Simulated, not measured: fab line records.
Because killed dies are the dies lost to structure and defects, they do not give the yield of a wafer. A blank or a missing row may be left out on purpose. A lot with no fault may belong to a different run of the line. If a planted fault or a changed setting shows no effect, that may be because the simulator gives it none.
Lot-split experiment || flow n5 finfet || 21 wafers read from 7 lots, route of 1938 steps

## ABOUT THE SPLIT
At N5_SD_EPI_N_EPI_21 (deposits Si:P, time 690 s), the setting epi growth time s was moved away from the recipe's 690 s on 10 of the 21 wafers read, by -10.3% to +5.0%. This setting was run at the recipe's value on the other wafers.

## FROM THE SPLIT TO THE READING: what the file shows between them, 6 steps
- N5_SD_EPI_N_EPI_MEAS_23
- N5_SD_EPI_N_PRECLEAN_24: cleans in O3/DIW, time 60 s
- N5_SD_EPI_N_SRD_25: time 30 s
- N5_SD_EPI_N_PRECLEAN_49: cleans in NF3:NH3, afs cycles 1, time 20 s, sublimation time 60 s
- N5_SD_ACTIVATION_RTA_00: time 0 s
- N5_SD_ACTIVATION_LSA_01: time 0.0008 s

## THE READING
RS_SD_N (ohm/sq), read at N5_SD_ACTIVATION_RS_MEAS_03 with a four-point probe. Typical for fault-free wafers on this fab line: 22.0 ohm/sq, with standard deviation 0.3 ohm/sq.

{"wafer": "L077.4", "tool, chamber at the split": "epi rpcvd-03, 0", "epi growth time s as run, s": 690, "against the recipe": "recipe", "RS_SD_N, ohm/sq": 22.0, "against lot-mates on the recipe": "-"}
{"wafer": "L077.5", "tool, chamber at the split": "epi rpcvd-03, 0", "epi growth time s as run, s": 720.4, "against the recipe": "+4.4%", "RS_SD_N, ohm/sq": 21.1, "against lot-mates on the recipe": -0.9}
{"wafer": "L077.6", "tool, chamber at the split": "epi rpcvd-03, 0", "epi growth time s as run, s": 720.4, "against the recipe": "+4.4%", "RS_SD_N, ohm/sq": 21.6, "against lot-mates on the recipe": -0.4}
{"wafer": "L082.2", "tool, chamber at the split": "epi rpcvd-03, 0", "epi growth time s as run, s": 690, "against the recipe": "recipe", "RS_SD_N, ohm/sq": 21.7, "against lot-mates on the recipe": "-"}
{"wafer": "L082.5", "tool, chamber at the split": "epi rpcvd-03, 0", "epi growth time s as run, s": 690, "against the recipe": "recipe", "RS_SD_N, ohm/sq": 21.6, "against lot-mates on the recipe": "-"}
{"wafer": "L082.6", "tool, chamber at the split": "epi rpcvd-03, 0", "epi growth time s as run, s": 690, "against the recipe": "recipe", "RS_SD_N, ohm/sq": 21.7, "against lot-mates on the recipe": "-"}
{"wafer": "L085.3", "tool, chamber at the split": "epi rpcvd-03, 0", "epi growth time s as run, s": 690, "against the recipe": "recipe", "RS_SD_N, ohm/sq": 21.8, "against lot-mates on the recipe": "-"}
{"wafer": "L085.4", "tool, chamber at the split": "epi rpcvd-03, 0", "epi growth time s as run, s": 690, "against the recipe": "recipe", "RS_SD_N, ohm/sq": 22.0, "against lot-mates on the recipe": "-"}
{"wafer": "L085.5", "tool, chamber at the split": "epi rpcvd-03, 0", "epi growth time s as run, s": 637.8, "against the recipe": "-7.6%", "RS_SD_N, ohm/sq": 22.8, "against lot-mates on the recipe": "+0.9"}
{"wafer": "L087.3", "tool, chamber at the split": "epi rpcvd-04, 0", "epi growth time s as run, s": 724.6, "against the recipe": "+5.0%", "RS_SD_N, ohm/sq": 21.2, "against lot-mates on the recipe": -1.0}
{"wafer": "L087.4", "tool, chamber at the split": "epi rpcvd-04, 0", "epi growth time s as run, s": 724.6, "against the recipe": "+5.0%", "RS_SD_N, ohm/sq": 21.2, "against lot-mates on the recipe": -1.0}
{"wafer": "L087.6", "tool, chamber at the split": "epi rpcvd-04, 0", "epi growth time s as run, s": 690, "against the recipe": "recipe", "RS_SD_N, ohm/sq": 22.2, "against lot-mates on the recipe": "-"}
{"wafer": "L091.1", "tool, chamber at the split": "epi rpcvd-03, 0", "epi growth time s as run, s": 690, "against the recipe": "recipe", "RS_SD_N, ohm/sq": 21.9, "against lot-mates on the recipe": "-"}
{"wafer": "L091.2", "tool, chamber at the split": "epi rpcvd-03, 0", "epi growth time s as run, s": 618.6, "against the recipe": "-10.3%", "RS_SD_N, ohm/sq": 23.3, "against lot-mates on the recipe": "+1.6"}
{"wafer": "L091.3", "tool, chamber at the split": "epi rpcvd-03, 0", "epi growth time s as run, s": 690, "against the recipe": "recipe", "RS_SD_N, ohm/sq": 21.5, "against lot-mates on the recipe": "-"}
{"wafer": "L092.1", "tool, chamber at the split": "epi rpcvd-04, 0", "epi growth time s as run, s": 715.9, "against the recipe": "+3.8%", "RS_SD_N, ohm/sq": 22.2, "against lot-mates on the recipe": "no lot-mate on the recipe"}
{"wafer": "L092.3", "tool, chamber at the split": "epi rpcvd-04, 0", "epi growth time s as run, s": 715.9, "against the recipe": "+3.8%", "RS_SD_N, ohm/sq": 22.0, "against lot-mates on the recipe": "no lot-mate on the recipe"}
{"wafer": "L092.5", "tool, chamber at the split": "epi rpcvd-04, 0", "epi growth time s as run, s": 715.9, "against the recipe": "+3.8%", "RS_SD_N, ohm/sq": 21.9, "against lot-mates on the recipe": "no lot-mate on the recipe"}
{"wafer": "L095.1", "tool, chamber at the split": "epi rpcvd-04, 0", "epi growth time s as run, s": 690, "against the recipe": "recipe", "RS_SD_N, ohm/sq": 21.8, "against lot-mates on the recipe": "-"}
{"wafer": "L095.2", "tool, chamber at the split": "epi rpcvd-04, 0", "epi growth time s as run, s": 621.2, "against the recipe": "-10.0%", "RS_SD_N, ohm/sq": 23.3, "against lot-mates on the recipe": "+1.5"}
{"wafer": "L095.5", "tool, chamber at the split": "epi rpcvd-04, 0", "epi growth time s as run, s": 690, "against the recipe": "recipe", "RS_SD_N, ohm/sq": 21.8, "against lot-mates on the recipe": "-"}

FIT RESULTS
A straight line over all 21 wafers: RS_SD_N changes by -0.116 ohm/sq for each +1% of epi growth time s; r = -0.87; the points scatter about the line by 0.3 ohm/sq.
The same after taking each lot's own level away (the mean of its wafers on the recipe; 18 wafers): -0.154 ohm/sq for each +1%; r = -0.98; scatter 0.15 ohm/sq.
That fit puts the effect of the largest move of epi growth time s on the reading at 1.6 ohm/sq.
Across the lots, their own levels run from 21.67 to 22.20 ohm/sq, a range of 1.8 times the standard deviation given above.
Hence the slope depends on the lot-to-lot level, as the two fits are not the same.
Check: +1.54 ohm/sq against its lot-mates is what the line predicts for one of the wafers moved furthest among these (-10.3%) when that wafer is left out of the fit. It came out at +1.6 ohm/sq against them.

## THESE WAFERS: OTHER SPLITS
These wafers also went through other splits before the reading. Each is held against what the fit with the lots' levels taken away leaves over:
{"other split on the same wafers": "N5_SD_EPI_N_ETCH_45 target depth a", "wafers away from the commonest value": 8, "r with RS_SD_N (lot level and that fit taken away)": "+0.21"}

## THE WHOLE CHAIN: every reading that the file lists as answering this split, in the file's order
{"step": "N5_SD_EPI_N_EPI_21", "what it does": "deposits Si:P, time 690 s", "reading": "Si-P_of_SD_EPI_N_EPI_21.thk nm (the simulator's own value, which no gauge read)", "change (the file's fit)": "+0.384 nm for each +1% of the setting", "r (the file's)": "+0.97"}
{"step": "N5_SD_EPI_N_EPI_MEAS_23", "what it does": "", "reading": "thk nm", "change (the file's fit)": "withheld for each +1% of the setting", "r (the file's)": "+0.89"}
{"step": "N5_SD_EPI_N_PRECLEAN_24", "what it does": "cleans in O3/DIW, time 60 s", "reading": "Si-P_of_SD_EPI_N_EPI_21.thk nm (the simulator's own value, which no gauge read)", "change (the file's fit)": "+0.371 nm for each +1% of the setting", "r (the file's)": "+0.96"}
{"step": "N5_SD_ACTIVATION_RS_MEAS_03", "what it does": "measures by four-point-probe", "reading": "RS_SD_N", "change (the file's fit)": "-0.151 for each +1% of the setting", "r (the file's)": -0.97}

## FILE'S OWN FIT
RS_SD_N changes by -0.151 ohm/sq for each +1% of epi growth time s, r = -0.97.
